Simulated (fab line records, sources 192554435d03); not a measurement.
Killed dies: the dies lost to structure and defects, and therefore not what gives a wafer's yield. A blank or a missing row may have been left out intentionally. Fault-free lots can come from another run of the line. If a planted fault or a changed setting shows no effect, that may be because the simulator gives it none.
Chamber matching    flow n5Finfet    uvCure-03 running N5_BEOL_M6_CURE_75: 3 sister chambers
The step cures SiCOH lowk, time 120 s. 6 wafers are shown with their chamber, then 11 later ones without.

## WAFERS, EACH WITH ITS CHAMBER
wafer   chamber  wafer_temp_C_max  lampPowerPct (%)
L087.3  2        372.1             52.33
L088.4  0        371.9             52.32
L088.5  0        371.9             52.32
L090.4  1        371.4             52.26
L090.6  1        370.8             52.39
L091.1  2        372.0             52.24

## WAFERS MISSING THEIR CHAMBER
wafer   wafer_temp_C_max  lampPowerPct (%)
L091.2  372.7             52.35
L091.6  372.2             52.31
L092.1  370.5             52.37
L092.2  370.7             52.32
L092.3  371.1             52.30
L095.1  371.2             52.21
L095.4  370.9             52.36
L095.5  371.3             52.38
L097.2  371.4             52.40
L097.3  371.5             52.28
L097.6  371.9             52.24

## WHICH CHAMBER EACH WENT THROUGH
wafer   from the rows above           in truth
L091.2  can't be placed: 2 or 0       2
L091.6  can't be placed: 2 or 0       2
L092.1  1                             1
L092.2  1                             1
L092.3  1                             1
L095.1  can't be placed: 1 or 0 or 2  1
L095.4  1                             1
L095.5  can't be placed: 1 or 0       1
L097.2  can't be placed: 1 or 0 or 2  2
L097.3  can't be placed: 0 or 1 or 2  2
L097.6  can't be placed: 2 or 0       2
Correct placement for 4 of the 11. Unplaceable from these rows: 7, with the true chamber sitting among the candidates in 7. Number placed wrongly: 0.
How it was worked out, from the rows above alone: a wafer's distance from a chamber is the root of the sum, over the readings, of the square of ((its reading less the chamber's mean) divided by the reading's scatter). If the next closest chamber is less than 2 further off than the closest, the wafer can't be placed; otherwise it belongs to the closest. The mean given for a chamber averages the wafers shown for that chamber. The scatter: take each reading less its chamber's mean, square it, sum over the shown wafers, divide by the number of wafers less the number of chambers, and take the root.
